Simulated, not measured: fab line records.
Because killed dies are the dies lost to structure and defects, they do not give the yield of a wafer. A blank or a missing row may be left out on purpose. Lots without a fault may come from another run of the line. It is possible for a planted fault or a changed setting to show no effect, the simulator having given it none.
Chamber matching	flow nand_harc	NHARC_A_CHANNEL_FILL_D1_ALD_02 on ald_hk-01: 4 sister chambers
The step deposits SiO2, target thk 6 nm, pulse time 10 s, ald cycles 60. 4 wafers are shown with their chamber, then 9 later ones without.

== WAFERS WITH THEIR CHAMBER ==
wafer	chamber	heater_power_w (W)
L080.2	1	483
L087.1	0	488
L087.3	2	556
L087.5	3	428

== WAFERS WITHOUT THEIR CHAMBER ==
wafer	heater_power_w (W)
L085.1	429
L085.3	490
L085.6	428
L089.2	479
L089.4	561
L089.5	561
L097.1	495
L097.2	432
L097.5	416

== EACH ONE'S CHAMBER ==
wafer	from the rows above	in truth
L085.1	3	3
L085.3	can't be placed: 0 or 1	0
L085.6	3	3
L089.2	can't be placed: 1 or 0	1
L089.4	2	2
L089.5	2	2
L097.1	can't be placed: 0 or 1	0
L097.2	3	3
L097.5	3	3
6 of 9 placed correctly. Cannot be placed on the basis of these rows: 3; the candidates contain the true chamber in 3. 0 placed wrongly.
How it was worked out, from the rows above alone: a wafer's distance from a chamber is the root of the sum, over the readings, of the square of ((its reading less the chamber's mean) divided by the reading's scatter). If the next closest chamber is less than 2 further off than the closest, the wafer can't be placed; otherwise it belongs to the closest. For every chamber, the mean is computed from those of its wafers that are shown. The scatter: root of mean squared gap, hidden wafer to nearest shown wafer, with one shown wafer a chamber.
